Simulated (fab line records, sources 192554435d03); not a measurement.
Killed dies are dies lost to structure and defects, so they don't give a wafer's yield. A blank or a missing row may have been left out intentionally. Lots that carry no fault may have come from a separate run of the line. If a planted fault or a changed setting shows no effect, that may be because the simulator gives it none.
Chamber matching    flow n5 finfet    4 sister chambers for N5_BEOL_M15_ETCH_61 on rie diel-03
The step etches BARC in N2/H2, target depth 89 nm, overetch 26.7 nm, time 67.9 s. 4 wafers are shown with their chamber, then 7 later ones without.

== WAFERS PAIRED WITH THEIR CHAMBERS ==
wafer   chamber  showerhead plenum p Torr (Torr)
L670.2  1        2.63
L677.6  0        2.59
L676.3  3        2.45
L676.4  2        2.67

== WAFERS WHOSE CHAMBER IS MISSING ==
wafer   showerhead plenum p Torr (Torr)
L676.6  2.45
L680.1  2.59
L680.4  2.62
L680.5  2.67
L679.1  2.67
L679.2  2.45
L679.3  2.58

== EACH ONE'S CHAMBER ==
wafer   from the rows above  in truth
L676.6  3                    3
L680.1  0                    0
L680.4  1                    1
L680.5  2                    2
L679.1  2                    2
L679.2  3                    3
L679.3  0                    0
Placed correctly: 7 of 7. Can't be placed from these rows: 0. Placed wrongly: 0.
How it was worked out, from the rows above alone: a wafer's distance from a chamber is the root of the sum, over the readings, of the square of ((its reading less the chamber's mean) divided by the reading's scatter). The wafer belongs to the nearest chamber; if the next one is less than 2 further off, it can't be placed. A chamber's mean is the mean of its shown wafers. The scatter (one wafer shown for each chamber): square how far every hidden wafer sits from the nearest shown wafer, average those squares and take the square root.
